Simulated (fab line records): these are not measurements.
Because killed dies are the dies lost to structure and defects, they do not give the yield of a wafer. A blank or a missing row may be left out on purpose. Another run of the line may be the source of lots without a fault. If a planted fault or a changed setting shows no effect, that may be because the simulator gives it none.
Matching of chambers | flow nand-harc | 4 sister chambers for NHARC_A_DECK1_JOINT_CMP_13 on cmp-03
The step polishes, target thk 51.023 nm. 14 wafers are shown with their chamber, then 7 later ones without.

== EACH WAFER AND ITS CHAMBER ==
wafer  | chamber | motor-current-A (A) | time-to-endpoint-s (s)
L509.3 | 0       | 11.4                | 7.3
L509.4 | 1       | 10.3                | 9.1
L509.5 | 2       | 13.1                | 9.2
L511.1 | 2       | 13.0                | 8.9
L511.4 | 3       | 11.7                | 8.1
L511.6 | 1       | 10.1                | 7.2
L513.1 | 1       | 10.7                | 7.7
L513.2 | 2       | 12.5                | 8.8
L513.6 | 3       | 11.3                | 11.0
L515.2 | 1       | 10.8                | 8.8
L515.3 | 2       | 12.1                | 11.4
L515.6 | 2       | 12.1                | 10.8
L517.3 | 3       | 11.0                | 9.0
L517.5 | 3       | 11.6                | 14.9

SIGNATURES (means of the wafers above)
reading            | chamber 0 | chamber 1 | chamber 2 | chamber 3 | scatter within a chamber
motor-current-A    | 11.400    | 10.475    | 12.560    | 11.400    | 0.392
time-to-endpoint-s | 7.300     | 8.200     | 9.820     | 10.750    | 1.88
Rule: distance of a wafer from a chamber = root of the sum over the readings of ((wafer's reading minus chamber's mean) / reading's scatter) squared. If the next closest chamber is less than 2 further off than the closest, the wafer can't be placed; otherwise it belongs to the closest. How the scatter is found: for the shown wafers, subtract from each reading the mean of its chamber, square and add these, divide the total by (wafers less chambers), then take the root.

== WAFERS WHOSE CHAMBER IS MISSING ==
wafer  | motor-current-A (A) | time-to-endpoint-s (s)
L517.6 | 12.8                | 10.8
L518.4 | 12.6                | 9.8
L518.5 | 11.5                | 11.5
L518.6 | 11.5                | 9.4
L521.1 | 11.7                | 10.9
L521.2 | 10.1                | 8.5
L521.5 | 10.1                | 9.7

== THE CHAMBER EACH PASSED THROUGH ==
wafer  | from the rows above               | in truth
L517.6 | 2                                 | 2
L518.4 | 2                                 | 2
L518.5 | can't be placed: 3 or 0           | 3
L518.6 | can't be placed: 3 or 0 or 1 or 2 | 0
L521.1 | can't be placed: 3 or 0 or 2      | 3
L521.2 | 1                                 | 1
L521.5 | 1                                 | 1
Placed correctly: 4 of 7. Cannot be placed on the basis of these rows: 3; the candidates contain the true chamber in 3. Number placed wrongly: 0.
